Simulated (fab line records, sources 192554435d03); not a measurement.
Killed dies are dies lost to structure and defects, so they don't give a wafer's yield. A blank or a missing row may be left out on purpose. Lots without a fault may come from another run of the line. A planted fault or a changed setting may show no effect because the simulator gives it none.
Which tool did it? | flow n5_finfet | 10 lots, 30 wafers sampled, at 3 steps of a route of 1938

WHAT THE GAUGES READ, wafer by wafer
N5_BEOL_M15_OVL_MEAS_29.
lot  | measured     | on         | M15_OVL (nm)
L127 | day 10 19:55 | overlay-02 | 0 -2 1
L129 | day 11 14:28 | overlay-01 | 10 4 3
L130 | day 12 01:48 | overlay-01 | 10 2 2
L131 | day 12 14:07 | overlay-02 | 0 0 2
L134 | day 12 18:54 | overlay-01 | 11 3 16
L138 | day 13 21:33 | overlay-02 | 51 58 57
L139 | day 13 22:02 | overlay-02 | 57 55 51
L140 | day 14 19:02 | overlay-02 | 13 8 9
L144 | day 15 17:34 | overlay-02 | 0 2 5
L150 | day 17 08:36 | overlay-01 | -2 10 7

WHICH TOOL RAN EACH LOT (tool, then ch and the chambers of the sampled wafers, then the start)
lot  | N5_BEOL_M15_ETCH_57                | N5_BEOL_M15_EXPOSE_25
L127 | rie_diel-02 ch 0,1,3, day 10 19:07 | krf_scanner-02 ch 0, day 10 19:43
L129 | rie_diel-02 ch 0,2,3, day 11 13:32 | krf_scanner-01 ch 0, day 11 14:15
L130 | rie_diel-06 ch 0,2,3, day 12 00:52 | krf_scanner-02 ch 0, day 12 01:36
L131 | rie_diel-06 ch 1,2, day 12 13:18   | krf_scanner-02 ch 0, day 12 13:55
L134 | rie_diel-02 ch 0,1,2, day 12 17:58 | krf_scanner-02 ch 0, day 12 18:42
L138 | rie_diel-02 ch 0,1,2, day 13 20:45 | krf_scanner-02 ch 0, day 13 21:21
L139 | rie_diel-02 ch 0,1, day 13 21:14   | krf_scanner-02 ch 0, day 13 21:50
L140 | rie_diel-05 ch 0,1,3, day 14 18:07 | krf_scanner-01 ch 0, day 14 18:50
L144 | rie_diel-05 ch 0,2, day 15 16:38   | krf_scanner-01 ch 0, day 15 17:22
L150 | rie_diel-06 ch 0,1,3, day 17 07:48 | krf_scanner-01 ch 0, day 17 08:24
- N5_BEOL_M15_ETCH_57: etches SOC in N2/H2, time 750 s.
- N5_BEOL_M15_EXPOSE_25: exposes mask M15, target cd 400 nm.

THE ANSWER, worked out from the rows above alone
Rule: what is usual is taken from the lots themselves. Put in order of their means at a reading, lots are off if they are a third of the lots or fewer, leave a main group of 4 or more, and stand apart from it by a gap of 3 or more times the standard deviation of the main group's means; of several such gaps the widest counts. A main group whose means are all the same, to the digits that the tables above print for the reading, isn't used. A lot without any number at a reading at which 4 lots or more have one is off too. The other lots that the step has rows for count as sound.
Off: L138, L139, at N5_BEOL_M15_OVL_MEAS_29 (M15_OVL). The main group: mean 5 nm, standard deviation 3.6.
A tool fits if, at a process step before that reading, it ran every lot that is off, and no sound lot after the first of them. The gauges at N5_BEOL_M15_OVL_MEAS_29 are tried like those tools. Can't be told from this: 2 tools fit, rie_diel-02 at N5_BEOL_M15_ETCH_57, krf_scanner-02 at N5_BEOL_M15_EXPOSE_25.

WHAT THE SIMULATOR HAD PUT IN
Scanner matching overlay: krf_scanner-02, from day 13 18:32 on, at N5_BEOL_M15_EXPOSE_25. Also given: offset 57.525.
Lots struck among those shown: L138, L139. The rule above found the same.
